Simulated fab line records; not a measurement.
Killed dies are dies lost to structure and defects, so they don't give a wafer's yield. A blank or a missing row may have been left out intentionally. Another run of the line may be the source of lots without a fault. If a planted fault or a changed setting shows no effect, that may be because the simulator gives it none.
Matching of chambers :: flow nand_harc :: NHARC_A_CHANNEL_FILL_D2_ALD_25 on ald_hk-04: 4 sister chambers
The step deposits SiOx, target thk 60 nm, pulse time 10 s, ald cycles 600. 4 wafers are shown with their chamber, then 10 later ones without.

## WAFERS PAIRED WITH THEIR CHAMBERS
wafer: L082.1
chamber: 1
heater_power_outer_w (W): 266

wafer: L088.3
chamber: 0
heater_power_outer_w (W): 233

wafer: L091.2
chamber: 3
heater_power_outer_w (W): 222

wafer: L091.4
chamber: 2
heater_power_outer_w (W): 286

## WAFERS WITH NO CHAMBER GIVEN
wafer: L091.6
heater_power_outer_w (W): 288

wafer: L094.1
heater_power_outer_w (W): 249

wafer: L094.4
heater_power_outer_w (W): 228

wafer: L094.5
heater_power_outer_w (W): 226

wafer: L096.1
heater_power_outer_w (W): 228

wafer: L096.3
heater_power_outer_w (W): 241

wafer: L096.4
heater_power_outer_w (W): 296

wafer: L097.1
heater_power_outer_w (W): 226

wafer: L097.2
heater_power_outer_w (W): 242

wafer: L097.5
heater_power_outer_w (W): 289

## EACH ONE'S CHAMBER
wafer: L091.6
from the rows above: 2
in truth: 2

wafer: L094.1
from the rows above: can't be placed: 0 or 1 or 3
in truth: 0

wafer: L094.4
from the rows above: can't be placed: 0 or 3
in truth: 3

wafer: L094.5
from the rows above: can't be placed: 3 or 0
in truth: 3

wafer: L096.1
from the rows above: can't be placed: 0 or 3
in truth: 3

wafer: L096.3
from the rows above: can't be placed: 0 or 3
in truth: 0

wafer: L096.4
from the rows above: 2
in truth: 2

wafer: L097.1
from the rows above: can't be placed: 3 or 0
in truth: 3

wafer: L097.2
from the rows above: can't be placed: 0 or 3 or 1
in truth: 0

wafer: L097.5
from the rows above: 2
in truth: 2
Correctly placed: 3 of 10. From these rows, 7 cannot be placed; in 7 the true chamber is one of the candidates. Number placed wrongly: 0.
How it was worked out, from the rows above alone: a wafer's distance from a chamber is the root of the sum, over the readings, of the square of ((its reading less the chamber's mean) divided by the reading's scatter). If the next closest chamber is less than 2 further off than the closest, the wafer can't be placed; otherwise it belongs to the closest. A chamber's mean is the mean of its shown wafers. The scatter: root of mean squared gap, hidden wafer to nearest shown wafer, with one shown wafer a chamber.
